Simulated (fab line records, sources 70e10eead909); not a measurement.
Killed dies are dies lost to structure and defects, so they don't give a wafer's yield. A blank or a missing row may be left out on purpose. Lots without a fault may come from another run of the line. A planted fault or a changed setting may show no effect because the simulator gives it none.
Which tool did it? | flow nand_harc | 14 lots, 42 wafers sampled, at 6 steps of a route of 1302

WHAT THE GAUGES READ, wafer by wafer
NHARC_A_CHANNEL_HOLE_D1_INSPECT_40.
lot  | measured     | on                | raw_defect_count
L394 | day 8 16:28  | defect_inspect-01 | 54 35 77
L395 | day 9 05:39  | defect_inspect-02 | 92 103 96
L396 | day 9 16:31  | defect_inspect-02 | 35 38 61
L403 | day 12 16:01 | defect_inspect-01 | 121 102 89
L404 | day 12 22:13 | defect_inspect-01 | 114 104 91
L406 | day 13 17:14 | defect_inspect-01 | 114 102 120
L407 | day 14 04:39 | defect_inspect-01 | 142 108 105
L410 | day 15 16:37 | defect_inspect-01 | 55 65 48
L411 | day 16 01:11 | defect_inspect-02 | 96 91 115
L412 | day 16 04:04 | defect_inspect-02 | 79 78 54
L413 | day 16 20:21 | defect_inspect-02 | 152 131 116
L414 | day 17 09:14 | defect_inspect-01 | 59 67 59
L415 | day 17 13:25 | defect_inspect-01 | 52 69 48
L417 | day 18 13:34 | defect_inspect-02 | 66 63 72

NHARC_A_ONON_D2_THK_MEAS_02: measures by ellipsometry.
lot  | measured     | on            | thk_nm (nm)
L394 | day 12 05:53 | film_metro-02 | 992 992 994
L395 | day 12 19:13 | film_metro-02 | 996 993 994
L396 | day 13 16:55 | film_metro-02 | 994 995 995
L403 | day 16 15:21 | film_metro-01 | 532 534 532 531 534 535
L404 | day 16 15:00 | film_metro-01 | 546 547 547 547 546 547
L406 | day 17 05:38 | film_metro-01 | 999 998 999
L407 | day 17 22:53 | film_metro-01 | 1012 1010 1010
L410 | day 19 05:47 | film_metro-02 | 1013 1016 1014
L411 | day 19 16:52 | film_metro-01 | 1007 1005 1006
L412 | day 19 16:52 | film_metro-02 | 1013 1010 1011
L413 | day 20 09:34 | film_metro-01 | 984 985 983
L414 | day 21 00:20 | film_metro-02 | 1007 1005 1004
L415 | day 21 00:19 | film_metro-01 | 1017 1019 1019
L417 | day 22 04:48 | film_metro-01 | 990 992 989

NHARC_A_ONON_D2_THK_MEAS_24: measures by ellipsometry.
lot  | measured     | on            | thk_nm (nm)
L394 | day 12 18:03 | film_metro-02 | 981 983 979
L395 | day 13 06:04 | film_metro-01 | 1003 1002 1002
L396 | day 14 04:22 | film_metro-01 | 997 999 997
L406 | day 17 17:14 | film_metro-01 | 998 998 996
L407 | day 18 10:02 | film_metro-02 | 1007 1006 1007
L410 | day 19 18:56 | film_metro-01 | 1001 1003 1002
L411 | day 20 03:57 | film_metro-02 | 997 995 997
L412 | day 20 03:57 | film_metro-01 | 1015 1015 1017
L413 | day 20 20:43 | film_metro-01 | 977 980 978
L414 | day 21 11:23 | film_metro-01 | 994 994 995
L415 | day 21 11:23 | film_metro-02 | 1009 1010 1011
L417 | day 22 16:14 | film_metro-02 | 1006 1009 1008

NHARC_END_SORT_01.
lot  | measured     | on        | defect_limited_yield (%) | killed_at_array | killed_at_other | killed_at_periphery | killed_dies | killed_open | killed_short | sort_bin_2_pct (%) | sort_bin_3_pct (%) | sort_bin_4_pct (%) | sort_n_pass | sort_rim_yield_pct (%) | sort_yield_pct (%)
L406 | day 29 18:34 | prober-01 | 87.1 89.5 88.9           | 85 68 74        | 1 0 0           | 1 3 1               | 87 71 75    | 2 6 4       | 3 1 1        | 4.4 5.0 4.6        | 1.2 0.7 0.9        | 7.2 4.7 5.6        | 590 606 602 | 91 90 93               | 87.1 89.5 88.9
L407 | day 30 06:54 | prober-02 | 93.5 89.1 92.2           | 43 70 48        | 0 1 0           | 1 3 5               | 44 74 53    | 0 2 3       | 2 4 2        | 2.8 4.1 2.2        | 0.4 1.0 0.7        | 3.2 5.8 4.9        | 633 603 624 | 92 96 90               | 93.5 89.1 92.2
L410 | day 31 03:23 | prober-01 | 95.7 93.8 94.8           | 26 39 34        | 1 0 0           | 2 3 1               | 29 42 35    | 1 5 1       | 3 5 3        | 1.8 1.9 1.6        | 0.3 0.3 0          | 2.2 4.0 3.5        | 648 635 642 | 98 93 98               | 95.7 93.8 94.8

WHICH TOOL RAN EACH LOT (tool, then ch and the chambers of the sampled wafers, then the start)
lot  | NHARC_A_ONON_D2_DEP_00           | NHARC_A_CHANNEL_HOLE_D2_DEP_00
L394 | pecvd_onon-03 ch 0, day 12 05:26 | acl_dep-01 ch 0, day 12 21:41
L395 | pecvd_onon-04 ch 0, day 12 18:46 | acl_dep-02 ch 0, day 13 08:07
L396 | pecvd_onon-02 ch 0, day 13 16:25 | acl_dep-03 ch 0, day 14 07:58
L403 | pecvd_onon-04 ch 0, day 16 14:54 | -
L404 | pecvd_onon-04 ch 0, day 16 14:36 | -
L406 | pecvd_onon-02 ch 0, day 17 05:14 | acl_dep-01 ch 0, day 17 21:16
L407 | pecvd_onon-02 ch 0, day 17 22:25 | acl_dep-02 ch 0, day 18 12:07
L410 | pecvd_onon-02 ch 0, day 19 05:27 | acl_dep-03 ch 0, day 19 21:43
L411 | pecvd_onon-03 ch 0, day 19 16:21 | acl_dep-02 ch 0, day 20 05:41
L412 | pecvd_onon-02 ch 0, day 19 16:21 | acl_dep-01 ch 0, day 20 05:41
L413 | pecvd_onon-02 ch 0, day 20 09:07 | acl_dep-02 ch 0, day 21 02:26
L414 | pecvd_onon-03 ch 0, day 20 23:53 | acl_dep-02 ch 0, day 21 17:20
L415 | pecvd_onon-02 ch 0, day 20 23:59 | acl_dep-03 ch 0, day 21 18:04
L417 | pecvd_onon-04 ch 0, day 22 04:17 | acl_dep-02 ch 0, day 22 19:32
- NHARC_A_ONON_D2_DEP_00: target thk 1000 nm.
- NHARC_A_CHANNEL_HOLE_D2_DEP_00: deposits aC, target thk 3100 nm.

WHAT THE TOOLS THEMSELVES READ (means of the sampled wafers that have a number; where no wafer has one, the mark that the record gives instead)
NHARC_A_CHANNEL_HOLE_D2_DEP_00.
lot  | tool       | throttle_valve_pct (%)
L394 | acl_dep-01 | 35.008
L395 | acl_dep-02 | 35.004
L396 | acl_dep-03 | 35.003
L406 | acl_dep-01 | 35.004
L407 | acl_dep-02 | 34.990
L410 | acl_dep-03 | 34.999
L411 | acl_dep-02 | 34.999
L412 | acl_dep-01 | 35.002
L413 | acl_dep-02 | 35.002
L414 | acl_dep-02 | 35.001
L415 | acl_dep-03 | 35.002
L417 | acl_dep-02 | 35.000

THE ANSWER, worked out from the rows above alone
Rule: what is usual is taken from the lots themselves. Put in order of their means at a reading, lots are off if they are a third of the lots or fewer, leave a main group of 4 or more, and stand apart from it by a gap of 3 or more times the standard deviation of the main group's means; of several such gaps the widest counts. A main group whose means are all the same, to the digits that the tables above print for the reading, isn't used. A lot without any number at a reading at which 4 lots or more have one is off too. The other lots that the step has rows for count as sound. The gauges are gone through in route order, then the tools' own readings, and for those a lot's mean is taken as printed above. The first step at which some lot is off is used, and at that step the reading that is off furthest; a lot without a number counts as furthest.
Off: L403, L404, at NHARC_A_ONON_D2_THK_MEAS_02 (thk_nm). The main group: mean 1002 nm, standard deviation 10.
A tool fits if, at a process step before that reading, it ran every lot that is off, and no sound lot after the first of them. The gauges at NHARC_A_ONON_D2_THK_MEAS_02 are tried like those tools. None of those tried fits.

WHAT THE SIMULATOR HAD PUT IN
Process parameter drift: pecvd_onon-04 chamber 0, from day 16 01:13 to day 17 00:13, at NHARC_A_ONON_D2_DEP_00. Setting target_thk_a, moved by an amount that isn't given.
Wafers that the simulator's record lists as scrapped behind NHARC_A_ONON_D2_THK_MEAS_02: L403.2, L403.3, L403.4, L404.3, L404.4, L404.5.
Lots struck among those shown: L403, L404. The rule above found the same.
